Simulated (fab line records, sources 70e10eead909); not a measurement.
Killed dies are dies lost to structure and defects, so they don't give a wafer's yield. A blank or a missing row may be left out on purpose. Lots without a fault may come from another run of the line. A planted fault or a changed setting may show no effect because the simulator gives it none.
A struck lot beside a sound one | flow nand_harc | 25 steps out of a route of 1159
Sound: wafers L412.1, L412.5, L412.6. Struck: wafer L417.4. (L417.3, L417.5 of the same lot were not struck and are left out.) The cause comes at the end.
At each step with rows: each side's tool, then ch and its chambers, then its first start. Under that, the readings that differ: sound wafers | struck wafers | difference of the means | sigmas: that difference in standard deviations of wafers without a fault.
alike: readings whose means differ by less than 2 such deviations, and words and numbers that are the same on both sides. not compared: withheld readings, readings that some wafer has no value for, bounds like >300 that may hide the same value, and numbers for which the record gives no deviation and whose values overlap.
The two part at a step that has a row with sigmas, a row that says differs or no value, or rows on one side only. Numbers that don't overlap but have no deviation are shown without sigmas and don't part them. A reading that every wafer of one side lacks parts them only if that side has two wafers or more.

first, 3 steps without rows for these wafers: NHARC_A_BONDPAD_HARDBAKE_10 (time 65 s); NHARC_A_BONDPAD_DESCUM_11 (chemistry O2, time 3 s); NHARC_A_BONDPAD_ETCH_34 (etches the open film in N2/H2, target depth 60 nm, overetch 18 nm, time 65.91 s).
NHARC_A_BONDPAD_ETCH_12: etches the open film in CHF3/O2, target depth 220 nm, time 110 s.
  sound on rie_diel-06 ch 2,3; struck on rie_diel-06 ch 1
  reading             | sound              | struck | difference | sigmas
  o2_flow_sccm (sccm) | 9.982 9.986 10.045 | 10.077 | +0.073     | +3
  alike: chf3_flow_sccm, drypump_motor_current_A, oes_product_au, rf_vpp_V, showerhead_plenum_p_Torr, throttle_valve_pct
  not compared: rf_hours_counter_h
NHARC_A_BONDPAD_CD_MEAS_13:
  sound on cd_sem-01, day 18 05:08; struck on cd_sem-03, day 19 06:35
  alike: cd_nm
NHARC_A_BONDPAD_STRIP_15: strips in O2.
  sound on rie_diel-09 ch 0,1,3, day 18 05:16; struck on rie_diel-11 ch 3, day 19 06:40
  alike: drypump_motor_current_A, o2_flow_sccm, oes_product_au, rf_vpp_V, showerhead_plenum_p_Torr, throttle_valve_pct
  not compared: rf_hours_counter_h
then, 4 steps without rows for these wafers: NHARC_A_BONDPAD_ETCH_24 (etches the open film in CF4/N2, target depth 30 nm, time 72.99 s); NHARC_A_BONDPAD_STRIP_16 (strips in post etch residue remover, time 600 s); NHARC_A_BONDPAD_DEGAS_25 (time 60 s); NHARC_A_BONDPAD_PRE_CLEAN_26 (time 30 s).
NHARC_A_BONDPAD_PVD_17: deposits TaN, target thk 5 nm, time 8.06 s.
  sound on pvd_sputter-01; struck on pvd_sputter-03
  alike: cathode_dc_power_W, throttle_valve_pct
then, 1 step without rows for these wafers: NHARC_A_BONDPAD_PVD_27 (deposits Cu, target thk 30 nm, time 20.49 s).
NHARC_A_BONDPAD_ECD_18: material Cu, target thk 400 nm.
  sound on ecd_cu-02 ch 0,1, day 18 06:12; struck on ecd_cu-01 ch 0, day 19 08:01
  alike: bath_heat_duty_pct
NHARC_A_BONDPAD_ANNEAL_28: time 90 s.
  sound on rtp_anneal-01 ch 0, day 18 06:34; struck on rtp_anneal-01 ch 0, day 19 08:24
  alike: wafer_temp_C_max
then, 1 step without rows for these wafers: NHARC_A_BONDPAD_CMP_19 (polishes, t overpolish 30 s, cu recess touch 16 s, target thk 169.8 nm).
NHARC_A_BONDPAD_THK_MEAS_20: measures by xrf.
  sound on film_metro-02, day 18 07:13; struck on film_metro-01, day 19 08:59
  alike: thk_nm
then, 6 steps without rows for these wafers: NHARC_A_BONDPAD_SRD_21 (time 30 s, dry time 20 s); NHARC_HYBRID_BOND_ACTIVATE_00 (chemistry N2, time 60 s); NHARC_HYBRID_BOND_PRECLEAN_01 (cleans in DIW, time 300 s); NHARC_HYBRID_BOND_SRD_02 (time 30 s, dry time 20 s); NHARC_HYBRID_BOND_BOND_03; NHARC_HYBRID_BOND_ANNEAL_04 (time 7200 s).
NHARC_HYBRID_BOND_OVL_MEAS_05:
  sound on overlay-01, day 18 23:46; struck on overlay-01, day 19 18:59
  alike: overlay_x_nm, overlay_y_nm
NHARC_THIN_TSV_GRIND_00:
  sound on grinder-01 ch 0, day 18 23:58; struck on grinder-01 ch 0, day 20 02:35
  reading            | sound             | struck                   | difference                   | sigmas
  hold               | - - -             | await_dispo/6.8h/release | no value on the sound wafers |
  slurry_flow_ml_min | 149.7 149.4 149.5 | 150.7                    | +1.2                         | +3
  alike: head_pressure_psi, motor_current_A
NHARC_END_SORT_01:
  sound on prober-02 ch 0, day 20 02:08; struck on prober-02 ch 0, day 21 02:51
  reading                  | sound          | struck                   | difference                   | sigmas
  hold                     | - - -          | await_dispo/1.3h/release | no value on the sound wafers |
  defect_limited_yield (%) | 95.3 95.1 94.1 | 59.8                     | -35.0                        | -27
  killed_at_array          | 27 32 37       | 267                      | +235                         | +28
  killed_dies              | 32 33 40       | 272                      | +237                         | +28
  sort_bin_2_pct (%)       | 1.2 1.0 1.9    | 13.6                     | +12.2                        | +22
  sort_bin_3_pct (%)       | 0.15 0.44 0.59 | 3.69                     | +3.30                        | +18
  sort_bin_4_pct (%)       | 3.4 3.4 3.4    | 22.9                     | +19.5                        | +23
  sort_n_pass              | 645 644 637    | 405                      | -237                         | -28
  sort_rim_yield_pct (%)   | 95.3 94.3 96.2 | 70.8                     | -24.5                        | -11
  sort_yield_pct (%)       | 95.3 95.1 94.1 | 59.8                     | -35.0                        | -27
  alike: killed_at_other, killed_at_periphery, killed_open, killed_short

WHERE THEY PART
First at NHARC_A_BONDPAD_ETCH_12; last, within this record, at NHARC_END_SORT_01.

WHY: what the simulator had put in
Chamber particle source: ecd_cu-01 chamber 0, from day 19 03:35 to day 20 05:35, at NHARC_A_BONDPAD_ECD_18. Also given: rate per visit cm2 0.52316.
